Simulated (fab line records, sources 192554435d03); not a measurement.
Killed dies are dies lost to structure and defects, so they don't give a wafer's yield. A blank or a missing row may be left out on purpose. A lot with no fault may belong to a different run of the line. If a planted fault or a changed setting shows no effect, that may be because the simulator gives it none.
3 desks, one fault ; flow n5_finfet ; each desk has only its own numbers; what lay behind them comes last

METROLOGY DESK
What the gauges read, lot by lot, whatever tool the lot ran on: means of the sampled wafers that have a number. If a lot's mean is further than 4 standard deviations from the usual mean, the lot is out of limits and carries the mark OUT (the distance appears in the brackets). Of its 12 readings 7 are shown: those that lie furthest out on some lot.
Columns: A = V1_OVL at N5_BEOL_M2_OVL_MEAS_29, usual 0.2 nm; B = DIBL_N at N5_BEOL_M4_RC_MEAS_101, usual 36.5 mV/V; C = IOFF_P at N5_BEOL_M4_RC_MEAS_101, usual 0.22 nA/um; D = SS_N at N5_BEOL_M4_RC_MEAS_101, usual 71.6 mV/dec; E = SS_P at N5_BEOL_M4_RC_MEAS_101, usual 73.5 mV/dec; F = VT_N at N5_BEOL_M4_RC_MEAS_101, usual 250 mV; G = VT_P at N5_BEOL_M4_RC_MEAS_101, usual -250 mV
lot;first seen here;A;B;C;D;E;F;G
L722;day 6 16:23;1.5;33.2;0.14;70.5;72.2;257;-258
L730;day 8 21:02;0.2;34.1;0.18;71.5;72.9;252;-253
L737;day 11 00:40;0.1;36.9;0.23;72.0;73.4;249;-250
L739;day 11 03:22;0.5;35.2;0.22;70.9;73.6;250;-248
L740;day 11 12:53;0.4;37.8;0.22;72.0;73.7;248;-250
L745;day 12 21:56;0.9;37.2;0.23;72.2;74.0;248;-248
This desk's verdict: no lot among the 6 shows anything out of limits.

AT THE TOOL OWNER'S DESK: rie_diel-02
The tool's own readings at N5_BEOL_M2_VIA_ETCH_34 (etches the open film in C4F6/O2, target depth 69.4 nm, time 65.9 s): means of the sampled wafers that have a number, for each lot that ran on this tool. If a lot's mean is further than 4 standard deviations from the usual mean, the lot is out of limits and carries the mark OUT (the distance appears in the brackets). It has 8 readings, of which 7 appear: the earliest out of limits, and the ones furthest out on some lot.
Columns: A = chamber_pressure_mTorr at N5_BEOL_M2_VIA_ETCH_34, usual 15.000 mTorr; B = oes_o_777_au at N5_BEOL_M2_VIA_ETCH_34, usual 0.78 a.u.; C = oes_product_au at N5_BEOL_M2_VIA_ETCH_34, usual 0.77 a.u.; D = rf_fwd_power_W at N5_BEOL_M2_VIA_ETCH_34, usual 347.6 W; E = rf_vpp_V at N5_BEOL_M2_VIA_ETCH_34, usual 658 V; F = showerhead_plenum_p_Torr at N5_BEOL_M2_VIA_ETCH_34, usual 2.87 Torr; G = throttle_valve_pct at N5_BEOL_M2_VIA_ETCH_34, usual 30.8 %
lot;first seen here;A;B;C;D;E;F;G
L730;day 9 04:46;15.000;0.83;0.80;347.6;660;2.89;31.1
L737;day 11 07:04;14.991;0.53;0.66;263.6 (-70) OUT;764 (+6.3) OUT;2.90;31.1
L739;day 11 10:33;15.000;0.57;0.70;263.6 (-70) OUT;763 (+6.2) OUT;2.91;31.1
This desk's finding: out of limits on L737, L739; first on L737, day 11 07:04 (rf_fwd_power_W at N5_BEOL_M2_VIA_ETCH_34). L730: within limits.

THE DEFECT DESK
Counts from the inspections along the route, per lot, as means over the sampled wafers that have a number. If a lot's mean is further than 4 standard deviations from the usual mean, the lot is out of limits and carries the mark OUT (the distance appears in the brackets).
Columns: A = raw_defect_count at N5_BEOL_M2_INSPECT_30, usual 441
lot;first seen here;A
L722;day 6 16:28;308
L730;day 8 21:08;549
L737;day 11 00:45;459
L739;day 11 03:28;429
L740;day 11 12:58;309
L745;day 12 22:02;438
This desk's verdict: no lot among the 6 shows anything out of limits.

PUT TOGETHER
On L737, L739, at day 11 07:04, an alarm was possible from the tool owner's desk.
From the metrology desk's view, nothing was out of limits.
Nothing out of limits was seen by the defect desk.
The metrology desk holds a record of L737, L739, inside its limits.
The defect desk has L737, L739 on record, within its limits.
On rie_diel-02, each named lot ran N5_BEOL_M2_VIA_ETCH_34.

WHAT THE SIMULATOR HAD INSERTED
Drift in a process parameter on rie_diel-02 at N5_BEOL_M2_VIA_ETCH_34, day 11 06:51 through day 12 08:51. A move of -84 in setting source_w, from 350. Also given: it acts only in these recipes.
Struck lots among those shown: L737, L739.
Delay in hours, fault start to first out-of-limits reading, by desk: the tool owner's desk at 0.
